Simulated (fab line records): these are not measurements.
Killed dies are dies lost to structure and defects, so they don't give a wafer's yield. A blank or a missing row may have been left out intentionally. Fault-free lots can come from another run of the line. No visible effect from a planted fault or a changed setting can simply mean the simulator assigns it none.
fab line records	flow nand_harc	part 1 of 2: steps 1 to 23 of 36
record: lots: 5	wafers: 15	last_day: 32
route steps=1302 shown A_STAIRCASE@825
lots that met no fault: taken from a fault-free run of the same line
start_h: hours from the record's opening day to when the first of the lot's shown wafers began	wait_h: hours since the lot's step before	" as in the row above	L1.1+2: one row covering several wafers at once	- value missing, or start not given	* or withheld: withheld	< > ~ a bound
route shown NAME@n: a module of which the file shows steps, and the number in the route of the first	usual: the fault-free wafers' mean and standard deviation	same: alike in all rows	chamber/n: place in a boat	sites: readings site by site	_std_site: the standard deviation of these	_edge_site: the outer-site mean with the inner-site mean subtracted	radius_mm: how far each site lies from the wafer's centre	mask NAME#n: copy n	behind: the tool/chamber that last shaped the wafer	hold: what put the lot on hold/how long, in hours/how the hold closed	device: the transistor (n, p or np) that didn't switch	end of line: tests of these same wafers at the route's end	a step with no rows: only its recipe	killed: at the first sort, the dies lost to defects and structure; wafer yield is something else	map: per-die view of a wafer (x killed, . not killed, _ where there is no die)
set.NAME: the setting as run; set.NAME@STEP: as run at that earlier step	model.NAME: the simulator's own value behind a step, which no gauge read
lots at some steps of the route; a table a step, a row a wafer
services: the hour from which a tool's chamber was out of use, counted from the record's first day as start_h (under 0 if before that day), plus the number of hours and why
== steps ==
step: NHARC_A_STAIRCASE_EXPOSE_307
recipe: na: 0.5	dose_mj: 45.72	mask_id: CHOP_50
lot.wafer	tool	chamber	start_h	wait_h	mask
L075.2+5+6	krf_scanner-04	0	395.29	-	CHOP_50#0
L074.1+5+6	krf_scanner-04	0	397.79	-	CHOP_50#0
L077.1+4+5	krf_scanner-03	0	431.23	-	CHOP_50#0
L092.1+3+6	krf_scanner-04	0	559.34	-	CHOP_50#0
L095.1+3+6	krf_scanner-04	0	603.88	-	CHOP_50#0
step: NHARC_A_STAIRCASE_PEB_308
recipe: peb_temp_c: 115	peb_time_s: 130
usual: resist_line_temp_C: 23.01/0.1
lot.wafer	tool	chamber	start_h	wait_h	resist_line_temp_C
L075.2	litho_track-05	0	395.35	0.1	22.87
L075.5	"	0	"	"	22.83
L075.6	"	0	"	"	22.83
L074.1	litho_track-05	0	397.85	0.1	23.08
L074.5	"	0	"	"	23.04
L074.6	"	0	"	"	23.13
L077.1	litho_track-05	0	431.30	0.1	22.96
L077.4	"	0	"	"	22.85
L077.5	"	0	"	"	22.90
L092.1	litho_track-05	0	559.41	0.1	23.13
L092.3	"	0	"	"	23.05
L092.6	"	0	"	"	23.02
L095.1	litho_track-05	0	603.95	0.1	23.18
L095.3	"	0	"	"	23.10
L095.6	"	0	"	"	23.08
step: NHARC_A_STAIRCASE_DEVELOP_309
recipe: time_s: 140
usual: resist_line_temp_C: 23.01/0.094
lot.wafer	tool	chamber	start_h	wait_h	resist_line_temp_C
L075.2	litho_track-05	0	-	-	23.01
L075.5	"	0	"	"	22.96
L075.6	"	0	"	"	22.87
L074.1	litho_track-05	0	-	-	22.99
L074.5	"	0	"	"	22.89
L074.6	"	0	"	"	23.02
L077.1	litho_track-05	0	-	-	23.17
L077.4	"	0	"	"	23.10
L077.5	"	0	"	"	23.21
L092.1	litho_track-05	0	-	-	22.96
L092.3	"	0	"	"	23.00
L092.6	"	0	"	"	23.05
L095.1	litho_track-05	0	-	-	23.03
L095.3	"	0	"	"	22.86
L095.6	"	0	"	"	22.96
step: NHARC_A_STAIRCASE_HARDBAKE_311
recipe: temp_c: 120	time_s: 140
usual: resist_line_temp_C: 23.01/0.1
lot.wafer	tool	chamber	start_h	wait_h	resist_line_temp_C
L075.2	litho_track-02	0	395.57	-	23.02
L075.5	"	0	"	"	23.12
L075.6	"	0	"	"	23.03
L074.1	litho_track-05	0	398.07	-	22.89
L074.5	"	0	"	"	22.79
L074.6	"	0	"	"	22.75
L077.1	litho_track-02	0	431.51	-	22.94
L077.4	"	0	"	"	23.17
L077.5	"	0	"	"	23.03
L092.1	litho_track-02	0	559.62	-	22.89
L092.3	"	0	"	"	23.00
L092.6	"	0	"	"	23.00
L095.1	litho_track-05	0	604.16	-	23.14
L095.3	"	0	"	"	22.97
L095.6	"	0	"	"	23.09
step: NHARC_A_STAIRCASE_DESCUM_312
recipe: time_s: 3	o2_flow_sccm: 200	ar_flow_sccm: 0	bias_power_w: 0	chemistry: O2
usual: drypump_motor_current_A: 5.9/0.39	oes_product_au: 1.000/0.0076	rf_vpp_V: 57.9/0.91	showerhead_plenum_p_Torr: 1.94/0.099	throttle_valve_pct: 11.311/0.0095
lot.wafer	tool	chamber	start_h	wait_h	drypump_motor_current_A	oes_product_au	rf_hours_counter_h	rf_vpp_V	showerhead_plenum_p_Torr	throttle_valve_pct
L075.2	rie_diel-05	1	395.67	-	5.5	1.004	50	57.9	2.02	11.330
L075.6	"	3	"	"	5.5	0.991	-	60.4	1.88	11.303
L075.5	"	0	"	"	6.2	0.998	-	57.2	1.99	11.327
L074.1	rie_diel-05	3	398.18	-	5.5	1.002	53	56.8	1.88	11.311
L074.5	"	1	"	"	5.5	1.012	-	57.5	2.02	11.309
L074.6	"	2	"	"	5.3	1.004	-	57.6	1.98	11.302
L077.4	rie_diel-07	0	431.61	-	6.1	1.003	48	57.9	1.76	11.298
L077.1	"	3	"	"	6.2	0.995	43	57.8	2.02	11.305
L077.5	"	0	"	"	6.0	1.008	-	58.9	1.76	11.315
L092.3	rie_diel-07	0	559.82	-	6.1	0.998	32	57.4	2.07	11.325
L092.1	"	1	"	"	5.7	0.988	29	57.6	1.78	11.318
L092.6	"	3	"	"	6.1	0.990	-	57.7	2.01	11.296
L095.3	rie_diel-13	0	604.26	-	6.4	1.008	25	56.6	1.80	11.326
L095.1	"	2	"	"	6.3	0.998	21	57.3	2.05	11.308
L095.6	"	1	"	"	6.4	1.000	-	58.0	1.97	11.305
step: NHARC_A_STAIRCASE_ETCH_313
recipe: cf4_flow_sccm: 100	chf3_flow_sccm: 30	ar_flow_sccm: 0	rf_w: 500	bias_w: 200	chemistry: CF4/CHF3
usual: cf4_flow_sccm: 100.0/0.3	drypump_motor_current_A: 5.9/0.38	oes_product_au: 0.934/0.017	rf_vpp_V: 371.3/2.8	showerhead_plenum_p_Torr: 1.59/0.076	throttle_valve_pct: 16.801/0.0094
lot.wafer	tool	chamber	start_h	wait_h	cf4_flow_sccm	drypump_motor_current_A	oes_product_au	rf_hours_counter_h	rf_vpp_V	showerhead_plenum_p_Torr	throttle_valve_pct
L075.2	rie_diel-05	0	395.77	0.1	100.2	6.2	0.921	51	373.6	1.63	16.795
L075.5	"	1	"	"	99.7	5.5	0.927	-	372.3	1.66	16.791
L075.6	"	2	"	"	99.5	5.3	0.928	-	371.5	1.63	16.796
L074.1	rie_diel-05	0	398.27	0.1	99.9	6.2	0.930	51	374.1	1.63	16.821
L074.6	"	2	"	"	100.1	5.3	0.923	-	370.4	1.63	16.806
L074.5	"	3	"	"	99.6	5.5	0.926	-	370.6	1.55	16.789
L077.4	rie_diel-07	3	431.69	0.1	99.8	6.1	0.967	43	372.9	1.66	16.816
L077.1	"	2	"	"	99.7	5.9	0.981	42	370.3	1.55	16.790
L077.5	"	0	"	"	100.0	6.0	0.969	-	365.6	1.45	16.816
L092.3	rie_diel-07	0	563.67	3.8	99.6	6.1	0.933	36	375.5	1.69	16.806
L092.1	"	1	"	"	100.1	5.7	0.931	33	367.1	1.47	16.793
L092.6	"	0	"	"	99.6	6.1	0.913	-	375.5	1.69	16.800
L095.1	rie_diel-13	0	604.35	0.1	99.7	6.5	0.935	25	367.9	1.48	16.797
L095.3	"	2	"	"	99.5	6.3	0.935	21	373.7	1.68	16.804
L095.6	"	0	"	"	100.3	6.4	0.926	-	368.4	1.48	16.785
step: NHARC_A_STAIRCASE_HM_OPEN_463
recipe: o2_flow_sccm: 400	cos_flow_sccm: 20	ar_flow_sccm: 0	rf_w: 500	bias_w: 300	chemistry: O2/COS
usual: drypump_motor_current_A: 5.9/0.39	oes_product_au: 1.002/0.0074	rf_vpp_V: 468/3.2	showerhead_plenum_p_Torr: 3.16/0.15	throttle_valve_pct: 28.329/0.0087
lot.wafer	tool	chamber	start_h	wait_h	drypump_motor_current_A	oes_product_au	rf_hours_counter_h	rf_vpp_V	showerhead_plenum_p_Torr	throttle_valve_pct
L075.2	rie_diel-05	2	-	-	5.3	1.013	48	470	3.23	28.317
L075.6	"	1	"	"	5.5	1.011	-	472	3.29	28.319
L075.5	"	2	"	"	5.3	1.018	-	470	3.23	28.330
L074.1	rie_diel-05	3	-	-	5.5	0.991	53	467	3.07	28.335
L074.5	"	2	"	"	5.3	1.000	-	469	3.23	28.322
L074.6	"	3	"	"	5.5	0.991	-	467	3.07	28.339
L077.4	rie_diel-07	0	-	-	6.1	1.010	48	461	2.89	28.329
L077.1	"	1	"	"	5.7	1.002	36	464	2.94	28.328
L077.5	"	3	"	"	6.1	1.006	-	471	3.29	28.332
L092.3	rie_diel-07	3	-	-	6.1	0.993	36	471	3.27	28.319
L092.1	"	0	"	"	6.1	1.004	36	472	3.35	28.334
L092.6	"	1	"	"	5.7	0.997	-	463	2.92	28.319
L095.1	rie_diel-13	1	-	-	6.4	0.999	23	470	3.21	28.325
L095.3	"	2	"	"	6.3	1.009	21	472	3.33	28.338
L095.6	"	1	"	"	6.4	1.010	-	469	3.21	28.329
step: NHARC_A_STAIRCASE_STRIP_464
recipe: o2_flow_sccm: 400	cos_flow_sccm: 20	ar_flow_sccm: 0	bias_w: 0	chemistry: O2/COS
lot.wafer	tool	chamber	start_h	wait_h
L075.2+6+5	rie_diel-05	1,1,2	-	-
L074.1+5+6	rie_diel-05	0,1,2	-	-
L077.1+4+5	rie_diel-07	3,0,0	-	-
L092.3+1+6	rie_diel-07	0,1,1	-	-
L095.1+3+6	rie_diel-13	2,1,2	-	-
step: NHARC_A_STAIRCASE_ETCH_453
recipe: target_depth_a: 300	overetch_a: 30	time_s: 16.5	ion_energy_ev: 100	cf4_flow_sccm: 80	o2_flow_sccm: 20	ar_flow_sccm: 0	rf_w: 300	bias_w: 100	chemistry: CF4/O2
usual: cf4_flow_sccm: 79.99/0.25	drypump_motor_current_A: 5.9/0.4	oes_product_au: 1.002/0.0072	rf_vpp_V: 198.1/1.6	showerhead_plenum_p_Torr: 1.35/0.065	throttle_valve_pct: 13.397/0.009
lot.wafer	tool	chamber	start_h	wait_h	cf4_flow_sccm	drypump_motor_current_A	oes_product_au	rf_hours_counter_h	rf_vpp_V	showerhead_plenum_p_Torr	throttle_valve_pct
L075.2	rie_diel-05	1	-	-	79.84	5.5	1.007	50	200.2	1.41	13.394
L075.6	"	1	"	"	79.86	5.5	1.005	-	200.5	1.41	13.401
L075.5	"	2	"	"	80.08	5.3	0.999	-	198.1	1.38	13.394
L074.1	rie_diel-05	0	-	-	79.80	6.2	0.999	51	198.0	1.39	13.390
L074.5	"	3	"	"	80.31	5.5	0.997	-	197.3	1.31	13.415
L074.6	"	0	"	"	80.50	6.2	0.993	-	199.4	1.39	13.394
L077.4	rie_diel-07	2	-	-	80.05	5.9	1.021	42	198.0	1.32	13.396
L077.1	"	3	"	"	79.82	6.1	1.004	43	197.8	1.41	13.384
L077.5	"	3	"	"	79.86	6.1	0.992	-	198.9	1.41	13.413
L092.1	rie_diel-07	3	-	-	79.76	6.1	0.986	36	198.2	1.40	13.404
L092.3	"	0	"	"	79.91	6.1	0.992	36	200.6	1.44	13.410
L092.6	"	1	"	"	80.09	5.7	0.998	-	194.2	1.25	13.385
L095.1	rie_diel-13	3	-	-	79.85	6.1	0.999	22	197.0	1.25	13.399
L095.3	"	2	"	"	80.36	6.3	1.007	21	200.2	1.43	13.395
L095.6	"	0	"	"	80.27	6.5	1.006	-	196.9	1.26	13.389
step: NHARC_A_STAIRCASE_ETCH_315
recipe: target_depth_a: 25000	time_s: 607.1	ion_energy_ev: 800	c4f8_flow_sccm: 80	o2_flow_sccm: 60	ar_flow_sccm: withheld	rf_w: 600	bias_w: 3000	chemistry: C4F8/O2/Ar
usual: oes_product_au: 0.932/0.0092	rf_vpp_V: 1829/12
lot.wafer	tool	chamber	start_h	wait_h	oes_product_au	rf_hours_counter_h	rf_vpp_V
L075.2	rie_diel-05	1	-	-	0.933	50	1841
L075.5	"	3	"	"	0.932	-	1823
L075.6	"	0	"	"	0.931	-	1837
L074.1	rie_diel-05	1	-	-	0.928	50	1841
L074.6	"	2	"	"	0.924	-	1836
L074.5	"	3	"	"	0.930	-	1823
L077.1	rie_diel-07	3	-	-	0.932	44	1840
L077.4	"	0	"	"	0.946	49	1807
L077.5	"	2	"	"	0.948	-	1823
L092.3	rie_diel-07	0	-	-	0.925	36	1846
L092.1	"	3	"	"	0.910	36	1839
L092.6	"	1	"	"	0.924	-	1810
L095.3	rie_diel-13	2	-	-	0.936	21	1844
L095.1	"	3	"	"	0.919	22	1811
L095.6	"	2	"	"	0.922	-	1844
step: NHARC_A_STAIRCASE_STRIP_316
recipe: o2_flow_sccm: 500	ar_flow_sccm: 0	bias_w: 0	chemistry: O2
usual: drypump_motor_current_A: 5.9/0.4	oes_product_au: 1.001/0.008	rf_vpp_V: 57.9/0.86	showerhead_plenum_p_Torr: 3.57/0.16	throttle_valve_pct: 17.037/0.0095
lot.wafer	tool	chamber	start_h	wait_h	drypump_motor_current_A	oes_product_au	rf_hours_counter_h	rf_vpp_V	showerhead_plenum_p_Torr	throttle_valve_pct
L075.2	rie_diel-05	0	-	-	6.2	1.006	51	57.0	3.66	17.031
L075.5	"	2	"	"	5.3	0.998	-	58.8	3.64	17.044
L075.6	"	3	"	"	5.5	0.989	-	57.4	3.47	17.047
L074.1	rie_diel-05	0	-	-	6.2	1.009	52	57.4	3.66	17.027
L074.6	"	2	"	"	5.3	1.002	-	58.5	3.64	17.029
L074.5	"	3	"	"	5.5	0.999	-	58.3	3.47	17.062
L077.4	rie_diel-07	0	-	-	6.1	1.009	49	58.8	3.27	17.015
L077.1	"	2	"	"	6.0	1.020	42	58.4	3.48	17.018
L077.5	"	3	"	"	6.1	0.995	-	58.8	3.72	17.026
L092.1	rie_diel-07	3	-	-	6.1	1.001	36	57.7	3.69	17.031
L092.3	"	0	"	"	6.1	1.005	36	56.9	3.79	17.030
L092.6	"	3	"	"	6.1	0.985	-	59.3	3.69	17.039
L095.1	rie_diel-13	1	-	-	6.4	0.998	24	57.9	3.63	17.037
L095.3	"	3	"	"	6.0	0.989	23	57.8	3.31	17.033
L095.6	"	1	"	"	6.4	1.000	-	57.9	3.63	17.028
step: NHARC_A_STAIRCASE_STRIP_317
recipe: time_s: 900	temp_c: 130	chemistry: SPM
lot.wafer	tool	chamber	start_h	wait_h
L075.6+5+2	wet_bench-01	3,5,6	397.02	-
L074.1+6+5	wet_bench-02	1,2,4	399.50	-
L077.4+1+5	wet_bench-03	3,7,0	432.95	-
L092.6+1+3	wet_bench-01	0,1,2	565.24	-
L095.3+6+1	wet_bench-01	1,3,4	605.73	-
step: NHARC_A_STAIRCASE_PRECLEAN_318
recipe: time_s: *	temp_c: 50	bath_age_min: 0	chemistry: SC1
lot.wafer	tool	chamber	start_h	wait_h
L075.6+5+2	wet_bench-01	3,5,6	-	-
L074.1+6+5	wet_bench-02	1,2,4	-	-
L077.4+1+5	wet_bench-03	3,7,0	-	-
L092.6+1+3	wet_bench-01	0,1,2	-	-
L095.3+6+1	wet_bench-01	1,3,4	-	-
step: NHARC_A_STAIRCASE_SRD_329
lot.wafer	tool	chamber	start_h	wait_h
L075.6+5+2	wet_bench-01	3,5,6	-	-
L074.1+6+5	wet_bench-02	1,2,4	-	-
L077.4+1+5	wet_bench-03	3,7,0	-	-
L092.6+1+3	wet_bench-01	0,1,2	-	-
L095.3+6+1	wet_bench-01	1,3,4	-	-
step: NHARC_A_STAIRCASE_ALD_415
recipe: target_thk_a: 300	pulse_time_s: 6	ald_cycles: 300	temp_c: 300	material: SiO2
usual: heater_power_w: 459/47	precursor_pulse_height_rel: 1.001/0.018
lot.wafer	tool	chamber	start_h	wait_h	heater_power_w	precursor_pulse_height_rel
L075.2	ald_hk-01	2	397.52	0.1	428	0.980
L075.6	"	2	"	"	424	1.017
L075.5	"	3	"	"	407	1.019
L074.1	ald_hk-02	0	400.72	0.8	426	0.975
L074.5	"	1	"	"	462	1.034
L074.6	"	2	"	"	516	0.986
L077.4	ald_hk-01	1	433.47	0.1	493	0.985
L077.1	"	2	"	"	409	1.004
L077.5	"	1	"	"	490	0.977
L092.1	ald_hk-02	1	565.98	0.3	467	1.020
L092.3	"	2	"	"	511	1.002
L092.6	"	0	"	"	432	0.982
L095.1	ald_hk-01	0	606.46	0.3	400	0.989
L095.3	"	1	"	"	505	0.973
L095.6	"	3	"	"	404	1.001
step: NHARC_A_STAIRCASE_ETCHBACK_416
recipe: target_depth_a: 360	time_s: 7.2	c4f8_flow_sccm: withheld	o2_flow_sccm: 8	ar_flow_sccm: withheld	rf_w: 600	bias_w: 800	chemistry: C4F8/O2/Ar
usual: oes_product_au: 0.927/0.0067	rf_vpp_V: 724/5.1
lot.wafer	tool	chamber	start_h	wait_h	oes_product_au	rf_hours_counter_h	rf_vpp_V
L075.2	rie_diel-13	3	-	-	0.928	13	719
L075.5	"	2	"	"	0.920	-	731
L075.6	"	3	"	"	0.917	-	717
L074.1	rie_diel-05	0	-	-	0.923	52	726
L074.5	"	2	"	"	0.924	-	727
L074.6	"	0	"	"	0.926	-	727
L077.1	rie_diel-13	2	-	-	0.924	25	731
L077.4	"	1	"	"	0.928	25	726
L077.5	"	3	"	"	0.926	-	717
L092.1	rie_diel-13	2	-	-	0.931	11	731
L092.3	"	0	"	"	0.934	14	717
L092.6	"	1	"	"	0.934	-	726
L095.1	rie_diel-13	2	-	-	0.928	23	730
L095.3	"	1	"	"	0.927	25	726
L095.6	"	3	"	"	0.921	-	717
step: NHARC_A_STAIRCASE_STRIP_476
recipe: time_s: 20	o2_flow_sccm: 500	ar_flow_sccm: 0	bias_w: 0	chemistry: O2
usual: drypump_motor_current_A: 6.0/0.36	oes_product_au: 1.002/0.0077	rf_vpp_V: 57.7/0.97	showerhead_plenum_p_Torr: 3.55/0.18	throttle_valve_pct: 17.036/0.0091
lot.wafer	tool	chamber	start_h	wait_h	drypump_motor_current_A	oes_product_au	rf_hours_counter_h	rf_vpp_V	showerhead_plenum_p_Torr	throttle_valve_pct
L075.2	rie_diel-13	3	399.71	0.1	6.1	1.009	13	57.8	3.35	17.034
L075.5	"	3	"	"	6.0	1.002	-	57.6	3.35	17.025
L075.6	"	0	"	"	6.5	1.000	-	57.9	3.36	17.032
L074.1	rie_diel-05	2	402.23	0.1	5.3	1.002	50	59.0	3.64	17.043
L074.6	"	0	"	"	6.2	1.008	-	59.2	3.66	17.026
L074.5	"	1	"	"	5.5	1.009	-	58.8	3.72	17.041
L077.1	rie_diel-13	2	435.89	0.2	6.3	1.000	25	57.4	3.79	17.030
L077.4	"	1	"	"	6.4	0.998	25	58.0	3.66	17.034
L077.5	"	3	"	"	6.1	0.997	-	57.8	3.34	17.024
L092.1	rie_diel-13	3	567.99	0.1	6.1	0.993	14	57.9	3.32	17.048
L092.3	"	0	"	"	6.5	1.005	14	57.4	3.34	17.031
L092.6	"	2	"	"	6.3	0.998	-	57.7	3.77	17.038
L095.1	rie_diel-13	1	608.43	0.1	6.4	1.001	25	57.9	3.63	17.034
L095.3	"	2	"	"	6.3	0.998	23	59.0	3.76	17.037
L095.6	"	1	"	"	6.4	0.994	-	58.9	3.63	17.045
step: NHARC_A_STAIRCASE_DEP_417
recipe: target_thk_a: 600	step_coverage_pct: 20	temp_c: 400	target_thk_nm: 60	flow_sccm: 200	rf_w: 450	material: Si3N4
usual: heater_power_w: 669/110
lot.wafer	tool	chamber	start_h	wait_h	heater_power_w
L075.2	pecvd-02	2	399.90	-	500
L075.6	"	0	"	"	698
L075.5	"	1	"	"	585
L074.1	pecvd-02	1	402.32	-	551
L074.5	"	2	"	"	520
L074.6	"	0	"	"	664
L077.1	pecvd-01	2	435.98	-	607
L077.4	"	0	"	"	758
L077.5	"	1	"	"	639
L092.1	pecvd-03	0	568.12	-	700
L092.3	"	1	"	"	851
L092.6	"	1	"	"	871
L095.3	pecvd-03	2	608.52	-	762
L095.1	"	1	"	"	879
L095.6	"	1	"	"	896
step: NHARC_A_STAIRCASE_WET_418
recipe: temp_c: 160	target_depth_a: 200	chemistry: H3PO4
lot.wafer	tool	chamber	start_h	wait_h
L075.2+5+6	wet_h3po4-02	1	400.42	-
L074.1+5+6	wet_h3po4-02	1	404.31	-
L077.1+4+5	wet_h3po4-02	0	437.98	-
L092.1+3+6	wet_h3po4-01	0	570.07	-
L095.1+3+6	wet_h3po4-01	0	610.52	-
step: NHARC_A_STAIRCASE_PRECLEAN_419
recipe: time_s: *	temp_c: 50	bath_age_min: 0	chemistry: SC1
lot.wafer	tool	chamber	start_h	wait_h
L075.6+2+5	wet_bench-03	2,3,4	401.00	0.0
L074.5+6+1	wet_bench-02	6,0,2	404.89	0.0
L077.1+5+4	wet_bench-03	0,2,3	438.56	0.0
L092.1+3+6	wet_bench-03	2,4,5	570.65	0.0
L095.1+6+3	wet_bench-02	4,6,7	611.09	0.0
step: NHARC_A_STAIRCASE_SRD_421
lot.wafer	tool	chamber	start_h	wait_h
L075.6+2+5	wet_bench-03	2,3,4	-	-
L074.5+6+1	wet_bench-02	6,0,2	404.95	0.0
L077.1+5+4	wet_bench-03	0,2,3	-	-
L092.1+3+6	wet_bench-03	2,4,5	-	-
L095.1+6+3	wet_bench-02	4,6,7	-	-
step: NHARC_A_STAIRCASE_ALD_420
recipe: target_thk_a: 200	pulse_time_s: 6	ald_cycles: 200	temp_c: 300	material: SiO2
usual: heater_power_w: 458/46	precursor_pulse_height_rel: 0.999/0.019
lot.wafer	tool	chamber	start_h	wait_h	heater_power_w	precursor_pulse_height_rel
L075.2	ald_hk-02	0	401.42	-	421	1.006
L075.5	"	0	"	"	421	0.989
L075.6	"	1	"	"	450	0.999
L074.1	ald_hk-01	2	405.07	0.1	410	1.010
L074.6	"	2	"	"	416	1.021
L074.5	"	3	"	"	384	0.975
L077.4	ald_hk-03	2	438.70	-	506	0.991
L077.1	"	1	"	"	445	1.014
L077.5	"	3	"	"	420	1.025
L092.3	ald_hk-02	1	571.10	-	448	1.011
L092.1	"	2	"	"	504	0.983
L092.6	"	0	"	"	428	0.983
L095.1	ald_hk-02	0	611.23	-	412	1.024
L095.3	"	2	"	"	502	0.957
L095.6	"	0	"	"	428	1.004
step: NHARC_A_STAIRCASE_CVD_552
recipe: target_thk_a: 400	temp_c: 700	pressure_mtorr: 300	material: SiNx
lot.wafer	tool	chamber	start_h	wait_h
L075.2+5+6	lpcvd-01	0	-	-
L074.1+5+6	lpcvd-01	0	-	-
L077.1+4+5	lpcvd-02	1	-	-
L092.1+3+6	lpcvd-02	0	-	-
L095.1+3+6	lpcvd-02	0	-	-
